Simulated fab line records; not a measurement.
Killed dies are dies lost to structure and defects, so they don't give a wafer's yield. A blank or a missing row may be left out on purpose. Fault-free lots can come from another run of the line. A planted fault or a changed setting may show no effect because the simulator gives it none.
fab line records	flow n5_finfet
[record] lots = 7	wafers = 19	last_day = 17
route steps=1938 shown BEOL_M6@1248 PASSIVATION@1936
lots that met no fault: from a run of the same line without faults
start_h: the number of hours between the record's first day and the start of the first shown wafer of the lot	wait_h: time in hours since the lot's previous step	" repeats the value in the row above	L1.1+2: several wafers, shown together as one row	- no value, or no start was given	* or withheld: withheld	< > ~ a bound
route shown NAME@n: names a module that has steps shown in the file, with the first one's number in the route	usual: mean/standard deviation of fault-free wafers	same: alike in all rows	chamber/n: place in a boat	sites: per-site readings	_std_site: how widely they spread, as a standard deviation	_edge_site: the outer-site mean with the inner-site mean subtracted	radius_mm: how far each site lies from the wafer's centre	mask NAME#n: copy n	behind: tool/chamber where the wafer was last shaped	hold: the reason the lot was held/the length of the hold in hours/how it ended	device: which transistor (n, p or np) failed to switch	end of line: the same wafers' tests at the end of the route	a step without rows: its recipe alone	killed: dies that structure and defects cost at the first sort, which is not the same as the wafer's yield	map: dies across one wafer; x = killed, . = not, _ = none there
set.NAME: the run value of the setting; set.NAME@STEP: its run value at that earlier step	model.NAME: the simulator's own value behind a step, which no gauge read
lots seen at some steps along the route; tables by step, rows by wafer
services: when a tool's chamber went out of use (start_h, in hours from the record's first day, below 0 if earlier), for how many hours, and the reason
[[steps]]
[step N5_BEOL_M6_CURE_75]
[recipe] temp_c = 370	time_s = 120	ambient = DMADMS/He	material = SiCOH_lowk
[step N5_BEOL_M6_DEGAS_44]
[recipe] ambient = vacuum	temp_c = 250	time_s = 60
[step N5_BEOL_M6_PRE_CLEAN_45]
[recipe] gas = H2/He	time_s = 30	temp_c = 250
[usual] heater_power_w = 329/46
[same] time_s = 30
lot.wafer	tool	chamber	start_h	wait_h	heater_power_w
L929.3	pvd_sputter-03	-	176.95	0.0	300
L929.5	"	-	"	"	300
L929.6	"	-	"	"	424
L935.3	pvd_sputter-02	-	220.43	0.0	282
L935.5	"	-	"	"	286
L935.6	"	-	"	"	296
L937.3	pvd_sputter-02	-	227.49	0.0	278
L937.4	"	-	"	"	283
L937.5	"	-	"	"	277
L942.3	pvd_sputter-03	-	262.92	0.0	307
L942.6	"	-	"	"	416
L946.1	pvd_sputter-03	-	278.82	0.0	309
L946.6	"	-	"	"	343
L945.1	pvd_sputter-03	-	281.00	0.0	299
L945.2	"	-	"	"	310
L945.3	"	-	"	"	348
L952.1	pvd_sputter-03	-	318.36	0.0	434
L952.5	"	-	"	"	298
L952.6	"	-	"	"	345
[step N5_BEOL_M6_ALD_77]
[recipe] material = TaN	target_thk_a = 20	temp_c = 275	ald_precursor_family = PDMAT	ald_co_reactant = NH3	pressure_torr = 3	carrier_flow_sccm = 1500	pulse_time_s = 2	purge_time_s = 3	co_reactant_purge_time_s = 2	co_reactant_pulse_time_s = 3	ald_cycles = 40	precursor_vessel_temp_c = 75	precursor_vessel_pressure_torr = 26.25	precursor_vessel_carrier_sccm = 1000
[step N5_BEOL_M6_SURFACE_TREAT_79]
[recipe] gas = Ar	time_s = *	ion_energy_ev = *	ion_current_ma_cm2 = 0.5	pressure_mtorr = *	ar_flow_sccm = 30
[usual] throttle_valve_pct = *
[same] time_s = *
lot.wafer	tool	chamber	start_h	wait_h	throttle_valve_pct
L929.3	pvd_sputter-02	-	177.35	0.2	*
L929.5	"	-	"	"	*
L929.6	"	-	"	"	*
L935.3	pvd_sputter-03	-	220.79	0.2	*
L935.5	"	-	"	"	*
L935.6	"	-	"	"	*
L937.3	pvd_sputter-02	-	227.87	0.2	*
L937.4	"	-	"	"	*
L937.5	"	-	"	"	*
L942.3	pvd_sputter-03	-	263.32	0.2	*
L942.6	"	-	"	"	*
L946.1	pvd_sputter-02	-	279.44	0.3	*
L946.6	"	-	"	"	*
L945.1	pvd_sputter-03	-	281.44	0.2	*
L945.2	"	-	"	"	*
L945.3	"	-	"	"	*
L952.1	pvd_sputter-02	-	318.80	0.2	*
L952.5	"	-	"	"	*
L952.6	"	-	"	"	*
[step N5_BEOL_M6_CVD_78]
[recipe] material = Co	target_thk_a = 20	temp_c = withheld	precursor = CCTBA/H2	pressure_torr = 30	time_s = 142.3
[step N5_BEOL_M6_SPUTTER_48]
[recipe] material = Cu	target_thk_a = 100	temp_c = -20	bias_v = 60	power_w = 26000	chamber_pressure_pa = 0.13	time_s = 1.667
[usual] bias_v = 60.0/0.63	chamber_pressure_pa = 0.12999/0.00029	throttle_valve_pct = 29.6/1
[same] time_s = 1.667
lot.wafer	tool	chamber	start_h	wait_h	bias_v	chamber_pressure_pa	throttle_valve_pct
L929.3	pvd_sputter-02	-	177.59	0.1	59.7	0.13149	28.6
L929.5	"	-	"	"	59.9	0.13044	28.8
L929.6	"	-	"	"	61.1	0.12989	30.8
L935.3	pvd_sputter-01	-	221.10	0.2	60.5	0.12987	29.9
L935.5	"	-	"	"	59.7	0.13056	30.5
L935.6	"	-	"	"	60.6	0.13017	28.4
L937.3	pvd_sputter-03	-	228.16	0.2	59.3	0.13049	29.7
L937.4	"	-	"	"	59.9	0.13017	27.6
L937.5	"	-	"	"	59.5	0.12999	27.5
L942.3	pvd_sputter-03	-	263.56	0.1	59.9	0.13029	30.7
L942.6	"	-	"	"	59.5	0.12954	27.5
L946.1	pvd_sputter-03	-	279.70	0.2	60.3	0.13011	29.8
L946.6	"	-	"	"	59.6	0.12998	29.6
L945.1	pvd_sputter-01	-	281.63	0.1	60.1	0.1298	30.2
L945.2	"	-	"	"	60.7	0.12974	30.7
L945.3	"	-	"	"	59.4	0.12996	30.1
L952.1	pvd_sputter-03	-	319.24	0.3	60.1	0.1301	30.5
L952.5	"	-	"	"	60.0	0.13006	30.7
L952.6	"	-	"	"	60.6	0.12985	27.7
[step N5_BEOL_M6_ECD_50]
[recipe] material = Cu	target_thk_a = 3000
[step N5_BEOL_M6_ANNEAL_51]
[recipe] temp_c = 225	time_s = 90	ambient = N2
[usual] wafer_temp_C_max = 226.06/0.25
[same] time_s = 90
lot.wafer	tool	chamber	start_h	wait_h	wafer_temp_C_max
L929.3	rtp_anneal-02	0	177.93	0.2	226.17
L929.5	"	0	"	"	225.86
L929.6	"	0	"	"	225.94
L935.3	rtp_anneal-02	0	221.55	0.3	226.15
L935.5	"	0	"	"	226.03
L935.6	"	0	"	"	225.96
L937.3	rtp_anneal-01	0	228.88	0.5	225.96
L937.4	"	0	"	"	226.06
L937.5	"	0	"	"	226.41
L942.3	rtp_anneal-01	0	264.45	0.7	226.02
L942.6	"	0	"	"	226.11
L946.1	rtp_anneal-02	0	280.42	0.6	226.58
L946.6	"	0	"	"	226.08
L945.1	rtp_anneal-01	0	282.01	0.2	225.94
L945.2	"	0	"	"	225.86
L945.3	"	0	"	"	225.82
L952.1	rtp_anneal-02	0	319.45	0.1	225.81
L952.5	"	0	"	"	226.01
L952.6	"	0	"	"	225.80
[step N5_BEOL_M6_CMP_52]
[recipe] stop_on = SiCOH_lowk	t_overpolish_s = 6.9	down_force_psi = 1	platen_rpm = 50	clearing_platen_down_force_psi = 1.5	clearing_platen_rpm = 50	post_cmp_clean = cu_alkaline	target_thk_nm = 80	clearing_platen_pad_velocity_m_s = 0.99484	pad_velocity_m_s = 0.99484
[usual] barrier_field_endpoint_s = 29.0/0.9	motor_current_A = 6.3/0.87	overpolish_run_s = 6.900/0.0089	pad_life_wafers = 824/470	time_to_endpoint_s = 63/3.9
lot.wafer	tool	chamber	start_h	wait_h	barrier_field_endpoint_s	motor_current_A	overpolish_run_s	pad_life_wafers	time_to_endpoint_s
L929.3	cmp-01	1	178.18	0.2	29.2	5.0	6.891	145	64
L929.5	"	0	"	"	30.2	6.4	6.905	-	70
L929.6	"	1	"	"	30.1	5.6	6.895	-	67
L935.3	cmp-04	1	221.88	0.3	28.2	7.4	6.904	1995	60
L935.5	"	2	"	"	29.6	5.7	6.887	-	64
L935.6	"	3	"	"	29.2	7.5	6.904	-	61
L937.4	cmp-01	2	229.09	0.1	29.7	6.8	6.891	576	62
L937.3	"	3	"	"	28.7	5.4	6.913	577	58
L937.5	"	3	"	"	28.8	5.5	6.909	-	56
L942.3	cmp-04	2	264.78	0.3	29.3	5.8	6.904	213	64
L942.6	"	3	"	"	29.6	7.2	6.883	-	65
L946.1	cmp-01	3	280.83	0.4	28.0	5.5	6.907	951	58
L946.6	"	1	"	"	29.9	5.2	6.909	-	65
L945.1	cmp-04	3	282.30	0.3	29.1	7.1	6.907	366	68
L945.3	"	0	"	"	29.1	6.2	6.898	367	61
L945.2	"	1	"	"	29.6	6.9	6.899	368	64
L952.1	cmp-04	2	319.76	0.3	29.1	5.7	6.911	630	65
L952.6	"	2	"	"	29.0	5.7	6.900	-	65
L952.5	"	3	"	"	30.6	6.9	6.899	-	67
[step N5_BEOL_M6_THK_MEAS_53]
[recipe] thk_meas_gauge = xrf	reads = Cu_of_BEOL_M6_ECD_50
[usual] M6_THK = 81.1/2.6
lot.wafer	tool	chamber	start_h	wait_h	M6_THK[nm]
L929.3	film_metro-02	-	178.43	-	80.0
L929.5	"	-	"	"	80.1
L929.6	"	-	"	"	81.4
L935.3	film_metro-02	-	222.06	-	81.9
L935.5	"	-	"	"	81.3
L935.6	"	-	"	"	82.3
L937.3	film_metro-01	-	229.38	-	81.8
L937.4	"	-	"	"	86.0
L937.5	"	-	"	"	83.2
L942.3	film_metro-01	-	264.96	-	88.5
L942.6	"	-	"	"	80.3
L946.1	film_metro-02	-	281.01	-	83.6
L946.6	"	-	"	"	83.7
L945.1	film_metro-02	-	282.60	-	79.5
L945.2	"	-	"	"	82.4
L945.3	"	-	"	"	83.3
L952.1	film_metro-01	-	320.06	-	82.1
L952.5	"	-	"	"	81.4
L952.6	"	-	"	"	81.3
[step N5_BEOL_M6_PRE_CLEAN_55]
[recipe] gas = NH3	time_s = 15	temp_c = withheld	rf_power_w = 300
[step N5_BEOL_M6_DEP_56]
[recipe] material = SiCN	target_thk_a = 100	temp_c = withheld	precursor = 3MS/NH3	pressure_torr = 3	rf_w = 202	time_s = 17.5
[usual] showerhead_plenum_p_Torr = 3.662/0.013	throttle_valve_pct = 9.4/0.55
lot.wafer	tool	chamber	start_h	wait_h	showerhead_plenum_p_Torr	throttle_valve_pct	model.SiCN_of_BEOL_M6_DEP_56.thk_nm
L929.3	pecvd-04	0	178.50	0.0	3.669	9.3	9.8
L929.5	"	2	"	"	3.651	8.7	10
L929.6	"	0	"	"	3.659	9.4	9.8
L935.3	pecvd-03	0	222.13	0.0	3.674	9.4	10.2
L935.5	"	1	"	"	3.663	9.7	10
L935.6	"	0	"	"	3.677	9.3	10.4
L937.3	pecvd-03	2	229.44	0.0	3.670	8.7	10
L937.4	"	0	"	"	3.678	9.2	10.2
L937.5	"	1	"	"	3.664	9.4	10
L942.3	pecvd-04	0	265.02	0.0	3.667	9.7	10
L942.6	"	1	"	"	3.662	10.2	7.6
L946.1	pecvd-04	1	281.07	0.0	3.668	10.1	7.6
L946.6	"	2	"	"	3.647	9.0	7.4
L945.1	pecvd-04	2	282.66	0.0	3.640	9.0	7.2
L945.2	"	0	"	"	3.665	9.3	9.6
L945.3	"	1	"	"	3.660	9.9	9.8
L952.1	pecvd-03	1	320.12	0.0	3.661	9.6	9.8
L952.5	"	2	"	"	3.671	8.8	10.4
L952.6	"	0	"	"	3.676	9.4	10.2
[step N5_BEOL_M6_RS_MEAS_57]
[recipe] thk_meas_gauge = four-point-probe	reads = Cu_of_BEOL_M6_ECD_50+Co_of_BEOL_M6_CVD_78+TaN_of_BEOL_M6_ALD_77
[usual] M6_RS = 0.284/0.01
lot.wafer	tool	chamber	start_h	wait_h	M6_RS[ohm/sq]
L929.3	film_metro-02	-	178.57	0.1	0.285
L929.5	"	-	"	"	0.283
L929.6	"	-	"	"	0.280
L935.3	film_metro-02	-	222.20	0.1	0.283
L935.5	"	-	"	"	0.286
L935.6	"	-	"	"	0.283
L937.3	film_metro-01	-	229.51	0.1	0.282
L937.4	"	-	"	"	0.267
L937.5	"	-	"	"	0.277
L942.3	film_metro-01	-	265.09	0.1	0.258
L942.6	"	-	"	"	0.289
L946.1	film_metro-02	-	281.14	0.1	0.274
L946.6	"	-	"	"	0.273
L945.1	film_metro-02	-	282.73	0.1	0.290
L945.2	"	-	"	"	0.280
L945.3	"	-	"	"	0.277
L952.1	film_metro-02	-	320.19	0.1	0.275
L952.5	"	-	"	"	0.279
L952.6	"	-	"	"	0.281
[step N5_PASSIVATION_PROBE_49]
[usual] defect_limited_yield = 91.4/1.6	killed_at_M0_to_M3 = 31/11	killed_at_M4_up = 14/5.7	killed_at_contacts = 12/6	killed_at_front_end = 41/13	killed_at_other = 3.3/2.8	killed_dies = 101/19	killed_open = 67/14	killed_short = 33/8.2	sort_bin_4_leakage = 0.0/0.37	sort_bin_5_function = 5.0/1.1	sort_bin_6_memory = 3.3/0.74	sort_n_pass = 1078/20	sort_yield_pct = 91.3/1.7
[same] gross_dies = 1180	killed_at_back_side = 0	sort_bin_8_speed[%] = 0
lot.wafer	tool	chamber	start_h	wait_h	defect_limited_yield[%]	killed_at_M0_to_M3	killed_at_M4_up	killed_at_contacts	killed_at_front_end	killed_at_other	killed_dies	killed_open	killed_short	sort_bin_4_leakage[%]	sort_bin_5_function[%]	sort_bin_6_memory[%]	sort_n_pass	sort_yield_pct[%]
L935.3	prober-02	-	306.45	0.1	92.6	21	15	12	39	0	87	54	28	0	3.8	2.9	1093	92.6
L935.5	prober-02	-	306.55	0.2	92.2	32	14	10	34	2	92	57	35	0	4.6	3.0	1088	92.2
L935.6	prober-02	-	306.60	0.3	93.6	20	11	6	38	0	75	52	23	0	3.2	2.8	1105	93.6
L937.3	prober-01	-	307.78	0.1	88.9	46	11	20	47	7	131	95	35	0	5.3	5.3	1049	88.9
L937.4	prober-01	-	307.83	0.2	90.4	47	8	17	39	2	113	69	38	0	5.7	3.3	1067	90.4
L937.5	prober-01	-	307.88	0.2	90.3	49	13	15	35	2	114	70	42	0.2	5.5	3.6	1064	90.2
L942.3	prober-01	-	354.87	0.1	92.0	23	20	10	32	9	94	60	31	0	4.7	2.9	1086	92.0
L942.6	prober-01	-	355.02	0.3	92.1	41	14	12	23	3	93	60	32	0	4.1	3.6	1087	92.1
// killed by level:class
L935.3 MOL_CONTACT_COAG:geometric_particle:open=8 BEOL_M4:geometric_particle:open=7 FIN_SAQP:geometric_particle:short=6 FIN_SAQP:geometric_particle:open=5 DUMMY_GATE:geometric_particle:open=5 GATE_CUT:geometric_particle:short=5 BEOL_M0_SAQP:geometric_particle:short=5 BEOL_M3:geometric_particle:open=5
L935.5 BEOL_M0_SAQP:geometric_particle:short=11 MOL_CONTACT_COAG:geometric_particle:open=10 FIN_SAQP:geometric_particle:short=9 FIN_SAQP:geometric_particle:open=7 BEOL_M0_SAQP:geometric_particle:open=7 BEOL_M4:geometric_particle:open=7 DUMMY_GATE:geometric_particle:open=5 STI_FIN_REVEAL:geometric_particle:open=3
L935.6 STI_FIN_REVEAL:geometric_particle:open=10 MOL_CONTACT_COAG:geometric_particle:open=6 BEOL_M1:geometric_particle:open=6 FIN_SAQP:geometric_particle:open=5 DUMMY_GATE:geometric_particle:open=5 GATE_CUT:geometric_particle:short=5 BEOL_M3:geometric_particle:open=4 BEOL_M4:geometric_particle:open=3
L937.3 MOL_CONTACT_COAG:geometric_particle:open=17 FIN_SAQP:geometric_particle:open=13 FIN_SAQP:geometric_particle:short=11 BEOL_M2:geometric_particle:open=11 BEOL_M0_SAQP:geometric_particle:open=9 BEOL_M3:geometric_particle:open=9 STI_FIN_REVEAL:geometric_particle:open=6 DUMMY_GATE:geometric_particle:open=5
L937.4 BEOL_M0_SAQP:geometric_particle:short=13 MOL_CONTACT_COAG:geometric_particle:open=12 BEOL_M2:geometric_particle:open=9 BEOL_M0_SAQP:geometric_particle:open=8 FIN_SAQP:geometric_particle:short=7 BEOL_M3:geometric_particle:open=6 STI_FIN_REVEAL:geometric_particle:open=5 MOL_CONTACT_COAG:geometric_particle:short=5
L937.5 BEOL_M0_SAQP:geometric_particle:short=14 MOL_CONTACT_COAG:geometric_particle:open=12 BEOL_M0_SAQP:geometric_particle:open=11 BEOL_M3:geometric_particle:open=7 FIN_SAQP:geometric_particle:short=6 FIN_SAQP:geometric_particle:open=6 GATE_CUT:geometric_particle:short=5 BEOL_M2:geometric_particle:open=5
L942.3 BEOL_M4:geometric_particle:open=12 BEOL_M3:geometric_particle:open=9 FIN_SAQP:geometric_particle:short=7 STI_FIN_REVEAL:geometric_particle:open=7 MOL_CONTACT_COAG:geometric_particle:open=7 BEOL_M1:geometric_particle:open=5 FIN_SAQP:geometric_particle:open=4 MIM_TOP_ETCH:geometric_particle:short=4
L942.6 BEOL_M0_SAQP:geometric_particle:short=9 BEOL_M1:geometric_particle:open=9 MOL_CONTACT_COAG:geometric_particle:open=8 STI_FIN_REVEAL:geometric_particle:open=6 BEOL_M0_SAQP:geometric_particle:open=6 BEOL_M2:geometric_particle:open=6 BEOL_M4:geometric_particle:open=6 FIN_SAQP:geometric_particle:open=5
[[services]]
tool	chamber	start_h	hours	kind
cmp-01	-	156.57	4.0	pm
cmp-01	-	160.57	-	consumable_replace:conditioner
cmp-01	-	160.57	-	consumable_replace:pad
pecvd-03	-	164.72	2.6	repair
pecvd-03	0	172.87	5.5	scheduled_down
cmp-04	-	176.16	0.5	repair
cmp-01	-	180.06	2.0	repair
cmp-04	-	183.18	3.0	repair
pecvd-04	0	198.77	11.6	repair
cmp-04	-	234.49	4.0	pm
cmp-04	-	238.49	-	consumable_replace:conditioner
cmp-04	-	238.49	-	consumable_replace:pad
cmp-01	-	259.28	1.8	repair
pecvd-04	2	287.88	2.1	scheduled_down
cmp-04	-	294.47	5.7	pm
[[key]]
first_sign none at tools or gauges
[model_effect] step = N5_BEOL_M6_DEP_56	value = SiCN_of_BEOL_M6_DEP_56.thk_nm	without = 10	struck = 7.45
met_at N5_BEOL_M6_DEP_56
struck_wafers L942.6,L945.1,L946.1,L946.6
onset_between 178.50 265.02
[fault] kind = process_parameter_drift	tool = pecvd-04	chamber = -	onset_h = 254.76	steps = N5_BEOL_M6_DEP_56	channel = time_s	offset = *	shape = step	end_h = 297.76	scope = struck_wafers_only	acts_in = *	stated = *
